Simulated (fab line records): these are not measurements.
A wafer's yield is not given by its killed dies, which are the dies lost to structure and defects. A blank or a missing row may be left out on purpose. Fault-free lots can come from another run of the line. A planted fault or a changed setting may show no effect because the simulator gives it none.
Matching of chambers ; flow nand-harc ; NHARC_A_CONTACT_DESCUM_47 on rie-diel-07 has 4 sister chambers
The step chemistry O2, time 3 s. 4 wafers are shown with their chamber, then 7 later ones without.

## EACH WAFER AND ITS CHAMBER
wafer;chamber;drypump-motor-current-A (A)
L086.6;2;6.7
L089.3;3;5.4
L090.1;1;6.4
L090.3;0;5.3

## WAFERS WITHOUT THEIR CHAMBER
wafer;drypump-motor-current-A (A)
L090.4;6.8
L096.1;6.4
L096.3;5.3
L096.5;5.4
L093.2;5.4
L093.4;6.3
L093.5;5.3

## THE CHAMBER EACH PASSED THROUGH
wafer;from the rows above;in truth
L090.4;2;2
L096.1;1;1
L096.3;can't be placed: 0 or 3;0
L096.5;can't be placed: 3 or 0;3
L093.2;can't be placed: 3 or 0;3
L093.4;1;1
L093.5;can't be placed: 0 or 3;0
Correctly placed: 3 of 7. Not placeable from these rows: 4 (in 4, the candidates include the true chamber). Wrongly placed: 0.
How it was worked out, from the rows above alone: a wafer's distance from a chamber is the root of the sum, over the readings, of the square of ((its reading less the chamber's mean) divided by the reading's scatter). If the next closest chamber is less than 2 further off than the closest, the wafer can't be placed; otherwise it belongs to the closest. A chamber's mean is the mean of its shown wafers. The scatter (one wafer shown for each chamber): square how far every hidden wafer sits from the nearest shown wafer, average those squares and take the square root.
